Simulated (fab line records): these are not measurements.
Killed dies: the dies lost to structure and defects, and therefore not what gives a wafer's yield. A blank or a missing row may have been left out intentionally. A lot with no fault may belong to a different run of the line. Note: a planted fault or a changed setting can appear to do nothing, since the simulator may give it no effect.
Struck lot and sound lot, side by side + flow nandHarc + 14 steps out of a route of 1159
Sound: the wafers L277.3, L277.4, L277.5. Struck: wafer L268.5. (L268.1, L268.3 of the same lot were not struck and are left out.) The cause comes at the end.
Each step with rows lists, per side, the tool, then ch with its chambers, then its first start. Under that, the readings that differ: sound wafers + struck wafers + difference of the means + sigmas: that difference in standard deviations of wafers without a fault.
alike: words and numbers the same on both sides, and readings whose means are apart by under 2 such deviations; not compared: readings that were withheld, readings missing a value for some wafer, numbers with overlapping values and no deviation given by the record, and bounds like >300 which may hide the same value.
Wherever a step has rows on one side only, a row that says differs or no value, or a row with sigmas, the two part there. Numbers that don't overlap but have no deviation are shown without sigmas and don't part them. A reading missing from all wafers of one side parts the sides only when that side holds two or more wafers.

NHARC_A_ZERO_WELL_INSPECT_17:
  sound on defectInspect-01, day 11 21:02; struck on defectInspect-02, day 9 23:23
  alike: rawDefectCount
then, 3 steps without rows for these wafers: NHARC_A_SOURCE_PLATE_PRECLEAN_00 (cleans in HF-LAST, time 60 s); NHARC_A_SOURCE_PLATE_SRD_01; NHARC_A_SOURCE_PLATE_OXIDE_02 (material SiO2, target thk 10 nm, ox time 1362 s).
NHARC_A_SOURCE_PLATE_THK_MEAS_09: measures by ellipsometry.
  sound on filmMetro-01, day 12 04:44; struck on filmMetro-02, day 10 05:06
  alike: thkNm
then, 3 steps without rows for these wafers: NHARC_A_SOURCE_PLATE_PVD_04 (deposits WSi2, target thk 50 nm); NHARC_A_SOURCE_PLATE_CVD_03 (deposits poly-Si, target thk 200 nm, time 4000 s); NHARC_A_SOURCE_PLATE_ANNEAL_05 (time 1800 s).
NHARC_A_SOURCE_PLATE_THK_MEAS_06: measures by ellipsometry.
  sound on filmMetro-02, day 12 17:43; struck on filmMetro-01, day 10 17:54
  alike: thkNm
NHARC_A_SOURCE_PLATE_INSPECT_08:
  sound on defectInspect-01, day 12 17:46; struck on defectInspect-02, day 10 17:59
| reading        | sound    | struck | difference | sigmas |
|----------------|----------|--------|------------|--------|
| rawDefectCount | 54 82 72 | 25     | -44        | -2     |
NHARC_A_ONON_D1_DEP_00: target thk 1000 nm.
  sound on pecvdOnon-04 ch 0, day 12 17:57; struck on pecvdOnon-03 ch 0, day 10 18:03
NHARC_A_ONON_D1_THK_MEAS_02: measures by ellipsometry.
  sound on filmMetro-02, day 12 18:21; struck on filmMetro-01, day 10 18:34
| reading    | sound       | struck | difference | sigmas |
|------------|-------------|--------|------------|--------|
| thkNm (nm) | 992 992 992 | 663    | -329       | -33    |
next comes 1 step that has no rows for these wafers: NHARC_A_ONON_D1_DEP_03 (target thickness 1000 nm).
-- break in the record here, with 15 days between the starts of the struck wafers on either side (left off in module A_ONON_D1, picked up again in module END, where the first step shown is number 1159 on the route) --
NHARC_END_SORT_01:
  here the record holds rows for the struck wafers (prober-01 ch 0, day 25 20:49) but none for the sound ones

## WHERE THEY PART
At NHARC_A_SOURCE_PLATE_INSPECT_08 first; at NHARC_END_SORT_01 last (within this record only).

WHY: what had been put in by the simulator
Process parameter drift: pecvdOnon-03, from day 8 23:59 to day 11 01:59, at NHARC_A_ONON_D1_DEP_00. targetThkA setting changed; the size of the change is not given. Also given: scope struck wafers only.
